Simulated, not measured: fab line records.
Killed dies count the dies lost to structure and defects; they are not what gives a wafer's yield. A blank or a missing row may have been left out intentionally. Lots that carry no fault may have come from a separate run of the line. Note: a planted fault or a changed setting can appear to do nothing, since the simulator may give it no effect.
8D (eight disciplines) problem report, filled in by code    flow n5-finfet    the parts of the form that need people (team, actions taken, sign-off) are left out

== 1. WHAT IS WRONG ==
Mean of spin-speed-rpm at N5_BEOL_M0_CUTY_COAT_51: 1283.3 rpm across 6 wafers in 2 lots; on wafers with no fault it is 1500.1 rpm (standard deviation 0.93). That is -99 or more standard deviations from the usual mean.
The step: resist thk 150 nm.
Earliest sighting: wafer L787.2 on litho-track-03 at day 11 04:46. Wafers with a number at this step in the record: 12, from 4 lots. By rule, "out" or "out of limits" means more than 4 standard deviations away from the usual mean. All remaining wafers that have a number are taken as sound.

== 2. WHAT IT IS, WHAT IT ISN'T ==
question                     is                      is not
which readings at this step  spin-speed-rpm          exhaust-pa
which lots                   L784, L787              L776, L783
which wafers of those lots   all that have a number  -
read on which tools          litho-track-03          litho-track-02
when                         from day 11 04:46       up to then (3 sound wafers); but 3 sound wafers of L783 came after

== 3. WHAT RULES OUT EACH SUSPECT ==
Counting: a tool stays on the suspect list if, at a process step up to the reading, it processed all lots that are out and no sound lot following the first of them.
- litho-track-03 at N5_BEOL_M0_CUTY_COAT_51 (resist thk 150 nm): kept. It ran every lot that is out, first L787 (day 11 04:46), and no sound lot after that; its last sound lot up to then is L776 (day 7 01:31). Its own spin-speed-rpm readings are out on those wafers.
Left after counting: litho-track-03 at N5_BEOL_M0_CUTY_COAT_51.

== 4. THE CAUSE (what the simulator had put in) ==
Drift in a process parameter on litho-track-03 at N5_BEOL_M0_CUTY_COAT_51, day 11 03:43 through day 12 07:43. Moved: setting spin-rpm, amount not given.
Counting left only this tool.

== 5. SEQUENCE OF EFFECTS, ordered by route ==
Rows list readings where the struck wafers' mean (over those with a number) sits beyond 3 standard deviations from the usual. Scope: only readings with a usual standard deviation given in the record; hours: median across lots of the time from each lot's start at the first step in this table that gives one to its start at this step; sigmas: change in usual standard deviations.
hours  step                     reading         usual       on struck wafers  change  sigmas
0      N5_BEOL_M0_CUTY_COAT_51  spin-speed-rpm  1500.1 rpm  1283.3            -216.8  -99 or more
Here are the process steps it includes:
- N5_BEOL_M0_CUTY_COAT_51: resist thk 150 nm.
At these later measuring or inspecting steps, every struck wafer for which the step has a row has a number for every such reading, and none has moved that far: N5_BEOL_M4_RC_MEAS_101.

== 6. HOW IT WOULD HAVE BEEN CAUGHT EARLIER ==
In this record the first reading out of limits was taken at day 11 04:46, 1 hour after the fault began at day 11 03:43.
